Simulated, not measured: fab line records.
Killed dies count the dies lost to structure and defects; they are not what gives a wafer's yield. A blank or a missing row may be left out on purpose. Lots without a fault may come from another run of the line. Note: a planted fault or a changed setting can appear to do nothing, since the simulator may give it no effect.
The tool behind it: which one? | flow n5Finfet | Sampling: 12 lots, 36 wafers, 2 of 1938 route steps

## WHAT THE GAUGES READ, wafer by wafer
N5_BEOL_M11_OCD_MEAS_38.
lot  | measured     | on     | trenchDepthNm (nm)
L075 | day 11 10:24 | ocd-01 | 151.3 148.7 149.7
L077 | day 11 20:49 | ocd-02 | 143.7 149.8 149.9
L078 | day 12 08:28 | ocd-02 | 151.8 149.0 151.0
L081 | day 13 00:47 | ocd-01 | 150.9 151.4 150.8
L083 | day 13 13:29 | ocd-02 | 151.1 145.1 151.5
L085 | day 14 07:39 | ocd-01 | 150.1 150.8 148.3
L088 | day 14 13:10 | ocd-02 | 148.6 145.9 147.5
L089 | day 14 14:09 | ocd-02 | 144.6 145.4 144.9
L090 | day 15 03:29 | ocd-01 | 151.4 148.4 150.2
L093 | day 15 17:58 | ocd-01 | 147.4 147.8 145.7
L095 | day 16 11:29 | ocd-01 | 150.8 150.1 146.6
L096 | day 17 09:01 | ocd-01 | 146.5 148.2 151.1

## EACH LOT AND THE TOOL THAT RAN IT (in order: tool; ch and the chambers of the sampled wafers; start)
lot  | N5_BEOL_M11_VIA_ETCH_34
L075 | rieDiel-04 ch 0,1,2, day 11 10:07
L077 | rieDiel-02 ch 0,2, day 11 20:32
L078 | rieDiel-02 ch 0,1,3, day 12 08:11
L081 | rieDiel-02 ch 1,2,3, day 13 00:31
L083 | rieDiel-06 ch 1,2, day 13 13:12
L085 | rieDiel-02 ch 0,1,3, day 14 07:22
L088 | rieDiel-04 ch 0,1, day 14 12:53
L089 | rieDiel-04 ch 0,2, day 14 13:52
L090 | rieDiel-02 ch 0,1, day 15 03:12
L093 | rieDiel-06 ch 0,2, day 15 17:40
L095 | rieDiel-06 ch 1,2, day 16 11:11
L096 | rieDiel-04 ch 0,2,3, day 17 08:44
- N5_BEOL_M11_VIA_ETCH_34: etches SiCOH lowk in C4F6/O2, target depth 184.5 nm, time 69.2 s.

## THE ANSWER, worked out from the rows above alone
Rule: what is usual is taken from the lots themselves. The widest of any qualifying gaps counts: lots, ordered by their means at a reading, are off when they make up no more than a third of the lots, leave a main group of 4 or more, and stand apart from it by 3 or more times the standard deviation of that group's means. A main group is skipped when, at the precision printed for the reading in the tables above, its means are all equal. Also off: a lot with no number at a reading for which 4 or more lots have one. Where the step has rows for the other lots, those lots are counted as sound.
Across all readings shown, no lot is off: no conclusion can be drawn from this.

## WHAT HAD BEEN PUT IN BY THE SIMULATOR
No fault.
